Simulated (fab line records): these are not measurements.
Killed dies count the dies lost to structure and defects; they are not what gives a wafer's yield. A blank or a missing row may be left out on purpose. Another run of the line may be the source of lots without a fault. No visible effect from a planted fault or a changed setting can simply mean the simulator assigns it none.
Matching of chambers -- flow n5Finfet -- N5_HKMG_FIN_STRIP_57 on rieDiel-06 has 4 sister chambers
The step strips in CF4. 4 wafers are shown with their chamber, then 7 later ones without.

== EACH WAFER AND ITS CHAMBER ==
wafer,chamber,drypumpMotorCurrentA (A)
L078.5,1,6.6
L083.4,2,5.7
L085.3,3,5.4
L085.5,0,6.2

== WAFERS MISSING THEIR CHAMBER ==
wafer,drypumpMotorCurrentA (A)
L085.6,5.4
L091.1,6.5
L091.4,6.2
L091.5,6.2
L094.2,5.7
L094.3,6.2
L094.4,6.6

== EACH ONE'S CHAMBER ==
wafer,from the rows above,in truth
L085.6,3,3
L091.1,1,1
L091.4,0,0
L091.5,0,0
L094.2,2,2
L094.3,0,0
L094.4,1,1
Correct placement for 7 of the 7. Number that these rows cannot place: 0. Number placed wrongly: 0.
How it was worked out, from the rows above alone: a wafer's distance from a chamber is the root of the sum, over the readings, of the square of ((its reading less the chamber's mean) divided by the reading's scatter). The wafer belongs to the nearest chamber; if the next one is less than 2 further off, it can't be placed. Each chamber's mean is taken over the wafers shown for it. The scatter (one wafer shown for each chamber): square how far every hidden wafer sits from the nearest shown wafer, average those squares and take the square root.
